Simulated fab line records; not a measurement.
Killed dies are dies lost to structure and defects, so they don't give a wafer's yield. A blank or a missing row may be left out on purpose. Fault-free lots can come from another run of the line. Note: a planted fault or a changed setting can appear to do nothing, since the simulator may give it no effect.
A struck lot beside a sound one | flow nandHarc | 15 out of 1302 route steps
Sound: wafers L843.1, L843.2, L843.5. Struck: wafer L854.6. (L854.2, L854.4 of the same lot were not struck and are left out.) The cause comes at the end.
Each step with rows lists, per side, the tool, then ch with its chambers, then its first start. Under that, the readings that differ: sound wafers | struck wafers | difference of the means | sigmas: that difference in standard deviations of wafers without a fault.
alike: a reading whose means differ by less than 2 such deviations, as well as words and numbers matching on both sides. not compared: withheld readings; readings where some wafer has no value; bounds like >300 that might hide an equal value; numbers whose values overlap and for which the record gives no deviation.
A row with sigmas, a row that says differs or no value, or rows on one side alone: a step with any of these is where the two part. Numbers that don't overlap but have no deviation are shown without sigmas and don't part them. Lack of a reading on every wafer of one side parts them only where that side has two or more wafers.

first, 7 steps without rows for these wafers: NHARC_A_CHANNEL_HOLE_D1_COAT_37 (time 65 s); NHARC_A_CHANNEL_HOLE_D1_COAT_04 (resist thk 90 nm); NHARC_A_CHANNEL_HOLE_D1_SOFTBAKE_05 (time 55 s); NHARC_A_CHANNEL_HOLE_D1_EBR_06; NHARC_A_CHANNEL_HOLE_D1_EXPOSE_07 (exposes mask HOLE D1, target cd 100 nm); NHARC_A_CHANNEL_HOLE_D1_PEB_08 (peb time 65 s); NHARC_A_CHANNEL_HOLE_D1_DEVELOP_09 (develop time 35 s).
NHARC_A_CHANNEL_HOLE_D1_CD_MEAS_10 targets a cd of 100 nm.
  sound on cdSem-02 ch 0, day 8 05:56; struck on cdSem-01 ch 0, day 13 00:39
  alike: cdNm
NHARC_A_CHANNEL_HOLE_D1_OVL_MEAS_11:
  sound: overlay-02 at day 8 06:02; struck: overlay-01 at day 13 00:44
reading         | sound          | struck | difference | sigmas
overlayYNm (nm) | -0.4 -0.7 -0.6 | 1.0    | +1.6       | +2
  alike: overlayXNm
NHARC_A_CHANNEL_HOLE_D1_INSPECT_12:
  sound: defectInspect-02 at day 8 06:04; struck: defectInspect-01 at day 13 00:46
  alike: rawDefectCount
NHARC_A_CHANNEL_HOLE_D1_DESCUM_15: chemistry O2, time 3 s.
  sound on rieDiel-12 ch 0,2,3, day 8 06:09; struck on rieDiel-12 ch 1, day 13 00:50
reading              | sound                | struck | difference | sigmas
throttleValvePct (%) | 11.315 11.319 11.320 | 11.289 | -0.029     | -3
  alike: drypumpMotorCurrentA, oesProductAu, rfVppV, showerheadPlenumPTorr
  not compared: rfHoursCounterH
NHARC_A_CHANNEL_HOLE_D1_ETCH_38: etches the open film in CF4, target depth 39 nm, time 65 s.
  sound on rieDiel-12 ch 0,2, day 8 06:25; struck on rieDiel-12 ch 1, day 13 00:55
  alike: drypumpMotorCurrentA, oesProductAu, rfVppV, showerheadPlenumPTorr, throttleValvePct
  not compared: rfHoursCounterH
NHARC_A_CHANNEL_HOLE_D1_ETCH_39: etches the open film in N2/H2, target depth 260 nm, time 325 s.
  sound on rieDiel-12 ch 0,3, day 8 06:33; struck on rieDiel-12 ch 2, day 13 01:01
reading                      | sound             | struck | difference | sigmas
oesProductAu (a.u.)          | 0.995 1.003 1.004 | 0.825  | -0.176     | -23
rfVppV (V)                   | 430.6 433.0 433.2 | 426.5  | -5.8       | -2
showerheadPlenumPTorr (Torr) | 2.06 2.15 2.15    | 1.90   | -0.22      | -3
  alike: drypumpMotorCurrentA, throttleValvePct
  not compared: rfHoursCounterH
NHARC_A_CHANNEL_HOLE_D1_ETCH_34: etches the open film in CF4/CHF3, target depth 154 nm, time 77 s.
  sound on rieDiel-12 ch 0,2,3; struck on rieDiel-12 ch 0
reading             | sound             | struck | difference | sigmas
oesProductAu (a.u.) | 0.934 0.934 0.915 | 0.980  | +0.052     | +3
  alike: drypumpMotorCurrentA, rfVppV, showerheadPlenumPTorr, throttleValvePct
  not compared: rfHoursCounterH
-- the record jumps here: 16 days lie between the struck wafers' starts before and after (it left off in module A_CHANNEL_HOLE_D1 and takes up again in module END, whose first step shown is number 1302 of the route) --
NHARC_END_SORT_01:
  at this point the record logs the struck wafers (prober-02 ch 0, day 28 18:39) and has no rows for the sound ones

== WHERE THEY PART ==
Last at NHARC_END_SORT_01 as far as this record goes, first at NHARC_A_CHANNEL_HOLE_D1_OVL_MEAS_11.

WHY: whatever the simulator had introduced
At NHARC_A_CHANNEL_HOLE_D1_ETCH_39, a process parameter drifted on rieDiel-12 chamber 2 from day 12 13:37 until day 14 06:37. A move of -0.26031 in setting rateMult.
